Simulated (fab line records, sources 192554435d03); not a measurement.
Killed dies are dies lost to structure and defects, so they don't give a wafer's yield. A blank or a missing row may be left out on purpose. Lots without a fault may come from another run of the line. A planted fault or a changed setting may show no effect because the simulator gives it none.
fab line records | flow n5_finfet
record lots=4 wafers=11 last_day=21
route steps=1938 shown SD_EPI_N@276 SD_EPI_P@295 MOL_CONTACT_COAG@537 BEOL_M4@1111
lots that met no fault: from a run of the same line without faults
start_h: hours from the record's first day to the start of the lot's first wafer shown | wait_h: hours since the lot's step before | " the same as in the row above | L1.1+2: a row that stands for several wafers | - no value, or no start given | * or withheld: withheld | < > ~ a bound
route shown NAME@n: a module of which the file shows steps, and the number in the route of the first | usual: mean/standard deviation of fault-free wafers | same: alike in all rows | chamber/n: place in a boat | sites: the reading at each site | _std_site: their standard deviation | _edge_site: outer sites' mean less inner sites' | radius_mm: how far each site lies from the wafer's centre | mask NAME#n: copy n | behind: the tool/chamber that last shaped the wafer | hold: why the lot was held/for how many hours/how that ended | device: the transistor (n, p or np) that didn't switch | end of line: the same wafers' tests at the end of the route | a step without rows: its recipe alone | killed: dies lost to structure and defects at the first sort, not the wafer's yield | map: a wafer's dies, x killed, . not, _ none there
set.NAME: the setting as run; set.NAME@STEP: as run at that earlier step | model.NAME: the simulator's own value behind a step, which no gauge read
lots at some steps of the route; a table a step, a row a wafer
services: from which hour (start_h, from the record's first day; less than 0 if before it) a tool's chamber was out of use, for how many hours, and why
## steps
# step N5_SD_EPI_N_STRIP_36
# recipe chemistry=N2/H2 temp_c=40 n2_flow_sccm=200 h2_flow_sccm=200 rf_frequency_hz=6e+07
# step N5_SD_EPI_N_ETCHBACK_44
# recipe chemistry=CH3F/O2 mode=anisotropic_etchback target=SiNx target_depth_a=145 stop_on=SiO2 over_etch_frac=0.3 ion_energy_ev=120 pressure_mtorr=30 source_w=395 bias_w=73 Ar_flow_sccm=150 CH3F_flow_sccm=30 O2_flow_sccm=20
# step N5_SD_EPI_N_ETCH_45
# recipe chemistry=CH3F/O2 target=SiOCN target_depth_a=60 mask_material=SOC ion_energy_ev=60 bias_w=29 pressure_mtorr=15 source_w=410 Ar_flow_sccm=150 CH3F_flow_sccm=30 O2_flow_sccm=20
# step N5_SD_EPI_N_ETCH_16
# recipe chemistry=CHF3/O2 target=SiO2 target_depth_a=50 mask_material=SOC pressure_mtorr=30 source_w=650 bias_w=170 Ar_flow_sccm=200 CHF3_flow_sccm=50 O2_flow_sccm=5 ion_energy_ev=200
# step N5_SD_EPI_N_STRIP_47
# recipe chemistry=CHF3/O2 resist=SiARC rf_frequency_hz=6e+07
# step N5_SD_EPI_N_SD_RECESS_17
# recipe chemistry=HBr/Cl2/O2 target_depth_a=410 mask_material=SOC time_s=23.7 bt_time_s=3 pressure_mtorr=10 icp_w=800 bias_w=112 HBr_flow_sccm=150 Cl2_flow_sccm=80 O2_flow_sccm=12
# step N5_SD_EPI_N_STRIP_38
# recipe chemistry=N2/H2 power_w=1000 temp_c=250 h2_frac=0.65 overash_fraction=0.3 pressure_mtorr=withheld n2_flow_sccm=1750 h2_flow_sccm=3250
# step N5_SD_EPI_N_WET_ETCH_43
# recipe chemistry=dHF dilution=withheld time_s=14 target=SiO2 target_depth_a=15 temp_c=25
# step N5_SD_EPI_N_STRIP_18
# recipe chemistry=SPM time_s=750 temp_c=130 h2so4_h2o2_vol_ratio=4
# step N5_SD_EPI_N_SRD_20
# recipe dry=ipa_marangoni do_ppb=5 time_s=30 temp_c=23 rinse_liquid=diw
# step N5_SD_EPI_N_PRECLEAN_48
# recipe chemistry=NF3:NH3 afs_cycles=2 temp_c=30 time_s=20 sublimation_temp_c=180 sublimation_time_s=60 pressure_torr=3 rf_power_w=30
# step N5_SD_EPI_N_VAPOR_ETCH_50
# recipe chemistry=HCl target=Si temp_c=775 time_s=54 pressure_torr=20 mode=isotropic
# step N5_SD_EPI_N_EPI_21
# recipe material=Si:P dopant=P temp_c=680 pressure_torr=255 time_s=690
# usual epi_growth_time_s=690/0 susceptor_temp_C=680.0/0.32
# columns lot.wafer tool chamber start_h wait_h epi_growth_time_s susceptor_temp_C model.Si-P_of_SD_EPI_N_EPI_21.thk_nm
L436.1 epi_rpcvd-04 0 61.97 0.2 690 680.3 59.8
L436.2 " 0 " " 690 679.8 59.6
L436.3 " 0 " " 690 680.0 59.8
L441.3 epi_rpcvd-04 0 93.51 0.9 664.8 679.7 58.2
L441.5 " 0 " " 690 679.8 58.6
L441.6 " 0 " " 690 679.9 60
L444.1 epi_rpcvd-04 0 112.28 0.2 664.8 679.8 57
L444.3 " 0 " " 664.8 680.0 57
L452.3 epi_rpcvd-02 0 158.98 0.7 690 680.3 59.8
L452.4 " 0 " " 690 680.2 59.6
L452.6 " 0 " " 690 680.2 59.6
# step N5_SD_EPI_N_PRECLEAN_24
# recipe chemistry=O3/DIW time_s=60 temp_c=22 o3_ppm=10
# step N5_SD_EPI_N_SRD_25
# recipe time_s=30 temp_c=23 rinse_liquid=diw dry=ipa_marangoni
# step N5_SD_EPI_N_PRECLEAN_49
# recipe chemistry=NF3:NH3 afs_cycles=1 temp_c=30 time_s=20 sublimation_temp_c=180 sublimation_time_s=60 pressure_torr=3 rf_power_w=30
# step N5_SD_EPI_N_LINER_46
# recipe material=SiNx target_thk_a=30 temp_c=400 ald_precursor_family=SiH2I2 ald_co_reactant=N2/H2-plasma pressure_torr=2
# step N5_SD_EPI_P_COAT_34
# recipe resist=SOC temp_c=250 time_s=60 spin_rpm=1500 resist_thk_nm=350
# step N5_SD_EPI_P_COAT_35
# recipe resist=SiARC temp_c=220 time_s=60 spin_rpm=1500 resist_thk_nm=35
# step N5_SD_EPI_P_COAT_03
# recipe resist=CAR-ArF-block spin_rpm=1500 resist_thk_nm=150
# step N5_SD_EPI_P_EBR_05
# recipe solvent=PGMEA ebr_width_mm=1.5
# step N5_SD_EPI_P_SOFTBAKE_04
# recipe temp_c=110 time_s=60 resist=CAR-ArF-block
# step N5_SD_EPI_P_EXPOSE_06
# recipe mask_id=SD_P_BLK na=1.35 source_shape=conventional sigma_outer=0.8 polarization=unpolarized target_cd_nm=240 dose_mj=39.5
# step N5_SD_EPI_P_PEB_07
# recipe peb_temp_c=110 peb_time_s=60 resist=CAR-ArF-block
# step N5_SD_EPI_P_DEVELOP_08
# recipe develop_time_s=30 developer=TMAH resist=CAR-ArF-block dev_temp_c=23 rinse_liquid=diw dry=air_spin
# step N5_SD_EPI_P_DESCUM_14
# recipe chemistry=O2 time_s=7.9 source_power_w=50 bias_power_w=20 pressure_mtorr=20 rf_frequency_hz=2.712e+07 temp_c=40 resist=CAR-ArF-block o2_flow_sccm=225
# step N5_SD_EPI_P_ETCH_36
# recipe chemistry=CF4 target=SiARC target_depth_a=455 mask_material=CAR-ArF-block time_s=75.8 ion_energy_ev=80 pressure_mtorr=40 source_w=545 bias_w=36 Ar_flow_sccm=100 cf4_flow_sccm=100 ends=cleared
# step N5_SD_EPI_P_ETCH_37
# recipe chemistry=N2/H2 target=SOC overetch_a=1080 mask_material=SiARC temp_c=40 ion_energy_ev=100 source_w=3000 bias_w=133 pressure_mtorr=20 time_s=486 n2_flow_sccm=200 h2_flow_sccm=200 ends=end_point
# step N5_SD_EPI_P_STRIP_38
# recipe chemistry=N2/H2 temp_c=40 n2_flow_sccm=200 h2_flow_sccm=200 rf_frequency_hz=6e+07
# step N5_SD_EPI_P_ETCHBACK_46
# recipe chemistry=CH3F/O2 mode=anisotropic_etchback target=SiNx target_depth_a=175 stop_on=SiO2 over_etch_frac=0.3 ion_energy_ev=120 pressure_mtorr=30 source_w=395 bias_w=73 Ar_flow_sccm=150 CH3F_flow_sccm=30 O2_flow_sccm=20
# step N5_SD_EPI_P_ETCH_47
# recipe chemistry=CH3F/O2 target=SiOCN target_depth_a=250 mask_material=SOC ion_energy_ev=60 bias_w=29 pressure_mtorr=30 source_w=410 Ar_flow_sccm=150 CH3F_flow_sccm=30 O2_flow_sccm=20
# step N5_SD_EPI_P_ETCH_16
# recipe chemistry=CHF3/O2 target=SiO2 target_depth_a=50 mask_material=SOC pressure_mtorr=30 source_w=650 bias_w=170 Ar_flow_sccm=200 CHF3_flow_sccm=50 O2_flow_sccm=5 ion_energy_ev=200
# step N5_SD_EPI_P_STRIP_50
# recipe chemistry=CHF3/O2 resist=SiARC rf_frequency_hz=6e+07
# step N5_SD_EPI_P_SD_RECESS_17
# recipe chemistry=HBr/Cl2/O2 target_depth_a=391 bt_time_s=3 pressure_mtorr=10 icp_w=800 bias_w=112 HBr_flow_sccm=150 Cl2_flow_sccm=80 O2_flow_sccm=12
# step N5_SD_EPI_P_WET_ETCH_45
# recipe chemistry=dHF dilution=withheld time_s=10.7 target=SiO2 target_depth_a=20 temp_c=25 dry=ipa_marangoni rinse_time_s=30 rinse_temp_c=23
# step N5_SD_EPI_P_STRIP_40
# recipe chemistry=N2/H2 power_w=1000 temp_c=250 h2_frac=0.65 overash_fraction=0.3 pressure_mtorr=withheld n2_flow_sccm=1750 h2_flow_sccm=3250
# step N5_SD_EPI_P_PRECLEAN_52
# recipe chemistry=O3/DIW time_s=60 temp_c=22 o3_ppm=10
# step N5_MOL_CONTACT_COAG_ETCH_15
# recipe chemistry=CH3F/O2 target=SiNx target_depth_a=70 mask_material=SOC stop_on=Si:P over_etch_frac=0.75 ion_energy_ev=120 pressure_mtorr=30 source_w=395 bias_w=73 Ar_flow_sccm=150 CH3F_flow_sccm=30 O2_flow_sccm=20
# usual chamber_pressure_mTorr=30.003/0.029 drypump_motor_current_A=5.7/0.39 mfc_ar_sccm=150.0/0.51 oes_product_au=0.56/0.061 rf_vpp_V=297.7/3 showerhead_plenum_p_Torr=2.01/0.076 throttle_valve_pct=16.42/0.13
# columns lot.wafer tool chamber start_h wait_h chamber_pressure_mTorr drypump_motor_current_A mfc_ar_sccm oes_product_au rf_hours_counter_h rf_vpp_V showerhead_plenum_p_Torr throttle_valve_pct model.Si-P_of_SD_EPI_N_EPI_21.thk_nm
L436.1 rie_diel-04 1 102.79 0.0 29.961 5.6 149.6 0.70 12 295.5 1.96 16.35 59
L436.2 " 3 " " 30.031 5.1 150.3 0.53 206 297.7 2.06 16.47 58.8
L436.3 " 0 " " 29.975 6.1 149.4 0.50 231 294.8 1.89 16.52 59
L441.3 rie_diel-02 1 129.97 0.0 29.984 5.8 150.6 0.55 148 298.5 2.08 16.31 57.4
L441.5 " 3 " " 30.041 5.6 148.9 0.58 - 294.5 1.92 16.46 57.8
L441.6 " 0 " " 30.002 5.6 149.8 0.53 - 300.4 1.91 16.29 59.2
L444.1 rie_diel-05 2 149.07 0.0 30.011 5.8 149.4 0.52 213 295.4 2.06 16.72 56.2
L444.3 " 1 " " 29.998 5.4 150.0 0.50 247 291.9 1.89 16.49 56.2
L452.3 rie_diel-04 3 197.69 0.0 30.018 5.1 150.8 0.50 244 298.9 2.05 16.54 59
L452.4 " 2 " " 30.051 5.2 149.2 0.51 219 294.8 1.98 16.50 58.8
L452.6 " 0 " " 30.009 6.1 149.8 0.70 - 300.9 2.13 16.10 58.8
# step N5_BEOL_M4_RC_MEAS_101
# usual DIBL_N=36.3/1.1 DIBL_P=36.3/1.4 IOFF_N=0.155/0.019 IOFF_P=0.211/0.027 ION_N=672/8.5 ION_P=462/5.8 SS_N=71.5/0.56 SS_P=73.3/0.52 VT_N=249.9/2.5 VT_P=-249.8/2.8
# columns lot.wafer tool chamber start_h wait_h DIBL_N[mV/V] DIBL_P[mV/V] IOFF_N[nA/um] IOFF_P[nA/um] ION_N[uA/um] ION_P[uA/um] SS_N[mV/dec] SS_P[mV/dec] VT_N[mV] VT_P[mV]
L436.1 prober-01 0 228.39 0.0 36.2 36.4 0.158 0.187 679 458 71.1 73.5 246.5 -251.5
L436.2 " 0 " " 35.3 35.3 0.145 0.165 671 450 71.6 72.4 248.8 -254.5
L436.3 " 0 " " 36.3 37.8 0.167 0.203 676 466 72.0 73.7 247.9 -251.5
L441.3 prober-02 0 289.88 0.3 35.3 35.3 0.148 0.185 671 461 71.3 73.5 249.9 -252.8
L441.5 " 0 " " 36.5 37.0 0.173 0.213 683 468 71.7 73.4 246.0 -247.2
L441.6 " 0 " " 37.4 37.2 0.183 0.226 678 457 71.5 73.6 247.7 -249.5
L444.1 prober-02 0 322.10 0.0 36.7 36.0 0.144 0.200 663 456 70.6 73.8 250.6 -251.5
L444.3 " 0 " " 38.3 37.2 0.162 0.214 674 461 71.0 73.1 247.6 -252.3
L452.3 prober-02 0 385.66 0.3 37.1 35.5 0.140 0.194 659 458 71.6 73.0 252.5 -250.8
L452.4 " 0 " " 36.8 34.6 0.135 0.191 673 461 71.3 73.1 251.9 -252.1
L452.6 " 0 " " 37.7 36.3 0.159 0.218 675 465 71.8 73.4 251.1 -248.3
## services
# columns tool chamber start_h hours kind
rie_diel-04 1 54.35 - clean
rie_diel-04 1 54.35 - consumable_replace:focus_ring
rie_diel-04 1 54.35 18.2 scheduled_down
rie_diel-04 1 54.35 18.2 vent_cycle
epi_rpcvd-04 - 65.16 6.0 pm
epi_rpcvd-04 - 72.40 1.5 repair
rie_diel-04 3 81.15 6.9 repair
rie_diel-05 0 113.99 - clean
rie_diel-05 0 113.99 - consumable_replace:focus_ring
rie_diel-05 0 113.99 24.4 scheduled_down
rie_diel-05 0 113.99 24.4 vent_cycle
rie_diel-05 1 126.71 2.8 repair
epi_rpcvd-04 - 132.34 1.8 repair
rie_diel-05 2 144.20 3.8 repair
rie_diel-04 0 157.01 - clean
rie_diel-04 0 157.01 - consumable_replace:focus_ring
rie_diel-04 0 157.01 - consumable_replace:showerhead
rie_diel-04 0 157.01 20.0 scheduled_down
rie_diel-04 0 157.01 20.0 vent_cycle
rie_diel-05 1 157.39 - clean
rie_diel-05 1 157.39 - consumable_replace:focus_ring
rie_diel-05 1 157.39 - consumable_replace:showerhead
rie_diel-05 - 172.97 2.8 pm
## key
first_sign step=N5_SD_EPI_N_EPI_21 reading=epi_growth_time_s direction=down sigmas=99+ usual=* struck=*
effect none on later readings
model_effect step=N5_SD_EPI_N_EPI_21 value=Si-P_of_SD_EPI_N_EPI_21.thk_nm without=58.87 struck=57.4
model_effect step=N5_MOL_CONTACT_COAG_ETCH_15 value=Si-P_of_SD_EPI_N_EPI_21.thk_nm without=58.2 struck=56.8
met_at N5_SD_EPI_N_EPI_21
struck_wafers L441.3,L444.1,L444.3
onset_between 61.97 93.51
fault kind=process_parameter_drift tool=epi_rpcvd-04 chamber=- onset_h=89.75 steps=N5_SD_EPI_N_EPI_21 channel=epi_growth_time_s offset=* shape=step end_h=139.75 scope=struck_wafers_only acts_in=* stated=*
